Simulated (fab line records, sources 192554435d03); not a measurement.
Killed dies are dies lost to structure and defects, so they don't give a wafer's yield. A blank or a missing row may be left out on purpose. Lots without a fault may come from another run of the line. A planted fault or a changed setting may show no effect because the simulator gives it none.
Chamber matching | flow n5_finfet | N5_BEOL_M8_VIA_ETCH_34 on rie_diel-02: 4 sister chambers
The step etches SiCOH lowk in C4F6/O2, target depth 125.5 nm, time 50.5 s. 14 wafers are shown with their chamber, then 7 later ones without.

WAFERS WITH THEIR CHAMBER
wafer  | chamber | showerhead_plenum_p_Torr (Torr) | drypump_motor_current_A (A) | oes_o_777_au (a.u.)
L074.4 | 1       | 2.75                            | 5.7                         | 0.78
L074.5 | 1       | 2.75                            | 5.7                         | 0.79
L074.6 | 0       | 2.84                            | 5.3                         | 0.72
L082.2 | 1       | 2.74                            | 5.7                         | 0.77
L082.3 | 0       | 2.83                            | 5.3                         | 0.71
L082.5 | 1       | 2.74                            | 5.7                         | 0.76
L084.1 | 1       | 2.74                            | 5.6                         | 0.76
L084.3 | 0       | 2.83                            | 5.3                         | 0.71
L084.6 | 0       | 2.83                            | 5.3                         | 0.70
L086.3 | 1       | 2.73                            | 5.7                         | 0.75
L086.4 | 0       | 2.83                            | 5.3                         | 0.71
L086.5 | 0       | 2.83                            | 5.3                         | 0.70
L088.1 | 2       | 3.02                            | 5.9                         | 0.93
L088.2 | 3       | 2.93                            | 5.7                         | 0.90

SIGNATURES (means of the wafers above)
reading                  | chamber 0 | chamber 1 | chamber 2 | chamber 3 | scatter within a chamber
showerhead_plenum_p_Torr | 2.8317    | 2.7417    | 3.0200    | 2.9300    | 0.00606
drypump_motor_current_A  | 5.300     | 5.683     | 5.900     | 5.700     | 0.0289
oes_o_777_au             | 0.7083    | 0.7683    | 0.9300    | 0.9000    | 0.0117
Rule: a wafer's distance from a chamber is the root of the sum, over the readings, of the square of ((its reading less the chamber's mean) divided by the reading's scatter). The wafer belongs to the nearest chamber; if the next one is less than 2 further off, it can't be placed. The scatter: the root of (the sum of the squares of (reading less its chamber's mean) over the shown wafers, divided by (wafers less chambers)).

WAFERS WITHOUT THEIR CHAMBER
wafer  | showerhead_plenum_p_Torr (Torr) | drypump_motor_current_A (A) | oes_o_777_au (a.u.)
L088.5 | 2.93                            | 5.7                         | 0.90
L093.1 | 2.73                            | 5.7                         | 0.76
L093.4 | 2.92                            | 5.6                         | 0.88
L093.5 | 2.73                            | 5.6                         | 0.75
L094.1 | 2.92                            | 5.7                         | 0.88
L094.5 | 2.92                            | 5.7                         | 0.87
L094.6 | 3.01                            | 5.9                         | 0.91

WHICH CHAMBER EACH WENT THROUGH
wafer  | from the rows above | in truth
L088.5 | 3                   | 3
L093.1 | 1                   | 1
L093.4 | 3                   | 3
L093.5 | 1                   | 1
L094.1 | 3                   | 3
L094.5 | 3                   | 3
L094.6 | 2                   | 2
Placed correctly: 7 of 7. Can't be placed from these rows: 0. Placed wrongly: 0.
